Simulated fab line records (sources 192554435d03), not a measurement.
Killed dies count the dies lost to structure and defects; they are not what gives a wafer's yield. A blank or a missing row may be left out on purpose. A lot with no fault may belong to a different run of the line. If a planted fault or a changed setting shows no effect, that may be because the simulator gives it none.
A lot that was struck, set against a sound lot    flow n5Finfet    36 steps out of a route of 1938
Sound: these wafers, L637.1, L637.4, L637.6. Wafers L657.4, L657.5, L657.6 were the ones struck. At the end, the cause is stated.
Each step with rows lists, per side, the tool, then ch with its chambers, then its first start. Under that, the readings that differ: sound wafers    struck wafers    difference of the means    sigmas: that difference in standard deviations of wafers without a fault.
alike: same words and numbers on both sides, and readings whose means sit less than 2 such deviations apart. not compared: any withheld reading, any reading some wafer has no value for, any bound like >300 that may hide the same value, and any number with overlapping values for which the record gives no deviation.
A row with sigmas, a row that says differs or no value, or rows on one side alone: a step with any of these is where the two part. When numbers do not overlap yet have no deviation, they are printed without sigmas and do not part them. Lack of a reading on every wafer of one side parts them only where that side has two or more wafers.

first, 9 steps without rows for these wafers: N5_BEOL_M5_ANNEAL_89 (time 1800 s); N5_BEOL_M5_SPUTTER_90 (material Cu, target thk 4.5 nm, time 8.29 s); N5_BEOL_M5_ECD_50 (material Cu, target thk 300 nm); N5_BEOL_M5_ANNEAL_51 (time 90 s); N5_BEOL_M5_CMP_52 (polishes, stops on SiCOH lowk, t overpolish 6.9 s, target thk 62 nm); N5_BEOL_M5_PRE_CLEAN_77 (time 15 s); N5_BEOL_M5_CO_CAP_78 (material Co, precursor CCTBA/H2, target thk 2 nm, time 102.1 s); N5_BEOL_M5_PRE_CLEAN_55 (time 15 s); N5_BEOL_M5_DEP_56 (deposits SiCN from 3MS/NH3, target thk 8 nm, time 14 s).
N5_BEOL_M6_ILD_DEP_00: deposits SiCOH lowk from DEMS/porogen, target thk 179.75 nm, time 33.4 s.
  sound on pecvd-01 ch 0,2, day 9 08:19; struck on pecvd-03 ch 0,1,2, day 14 18:01
reading                                            sound            struck             difference  sigmas
model.SiCOH_lowk_of_BEOL_M6_ILD_DEP_00.thkNm (nm)  178.6 182 182.2  148.6 147.4 146.4  -33.5       
  alike: heaterPowerW, showerheadPlenumPTorr, throttleValvePct
then, 1 step without rows for these wafers: N5_BEOL_M6_CURE_74 (cures SiCOH lowk, time 240 s).
N5_BEOL_M6_THK_MEAS_01:
  sound on filmMetro-01, day 9 09:22; struck on filmMetro-02, day 14 18:34
reading          sound              struck             difference  sigmas
M6_ILD_THK (nm)  154.0 156.9 157.1  127.9 127.0 126.0  -29.0       -16
then, 23 steps without rows for these wafers: N5_BEOL_M6_PECVD_70 (deposits SiO2 from TEOS/O2, target thk 20 nm, time 22.7 s); N5_BEOL_M6_HM_DEP_02 (deposits TiN, target thk 20 nm); N5_BEOL_M6_COAT_59 (time 60 s, resist thk 100 nm); N5_BEOL_M6_COAT_60 (time 60 s, resist thk 35 nm); N5_BEOL_M6_COAT_05 (resist thk 90 nm); N5_BEOL_M6_EBR_07; N5_BEOL_M6_SOFTBAKE_06 (time 60 s); N5_BEOL_M6_EXPOSE_08 (exposes mask M6); N5_BEOL_M6_PEB_09 (peb time 60 s); N5_BEOL_M6_DEVELOP_10 (develop time 30 s); N5_BEOL_M6_DESCUM_16 (chemistry O2, time 7.9 s); N5_BEOL_M6_ETCH_61 (etches SiARC in CF4, target depth 45.5 nm, time 75.8 s); N5_BEOL_M6_ETCH_62 (etches SOC in N2/H2, target depth 110 nm, overetch 22 nm, time 165 s); N5_BEOL_M6_STRIP_68 (strips in N2/H2); N5_BEOL_M6_STRIP_67 (strips in CF4); N5_BEOL_M6_HM_OPEN_17 (chemistry Cl2/BCl3, target TiN, target depth 20 nm, overetch 6 nm); N5_BEOL_M6_STRIP_19 (strips in O2); N5_BEOL_M6_COAT_63 (time 60 s, resist thk 60 nm); N5_BEOL_M6_COAT_64 (time 60 s, resist thk 12 nm); N5_BEOL_M6_COAT_71 (time 60 s, resist thk 5 nm); N5_BEOL_M6_COAT_22 (resist thk 30 nm); N5_BEOL_M6_EBR_24; N5_BEOL_M6_SOFTBAKE_23 (time 60 s).
N5_BEOL_M6_CMP_52: polishes, stops on SiCOH lowk, t overpolish 6.9 s, target thk 80 nm.
  sound on cmp-03 ch 1,3, day 9 20:04; struck on cmp-03 ch 0,1, day 15 00:56
reading                                            sound          struck           difference  sigmas
model.SiCOH_lowk_of_BEOL_M6_ILD_DEP_00.thkNm (nm)  151 154 154.2  124.8 123.8 123  -29.2       
  alike: motorCurrentA

WHERE THEY PART
At N5_BEOL_M6_THK_MEAS_01 and nowhere else, as far as this record goes. Later steps at which nothing parts them and some readings are alike: N5_BEOL_M6_CMP_52.

WHY: what the simulator had put in
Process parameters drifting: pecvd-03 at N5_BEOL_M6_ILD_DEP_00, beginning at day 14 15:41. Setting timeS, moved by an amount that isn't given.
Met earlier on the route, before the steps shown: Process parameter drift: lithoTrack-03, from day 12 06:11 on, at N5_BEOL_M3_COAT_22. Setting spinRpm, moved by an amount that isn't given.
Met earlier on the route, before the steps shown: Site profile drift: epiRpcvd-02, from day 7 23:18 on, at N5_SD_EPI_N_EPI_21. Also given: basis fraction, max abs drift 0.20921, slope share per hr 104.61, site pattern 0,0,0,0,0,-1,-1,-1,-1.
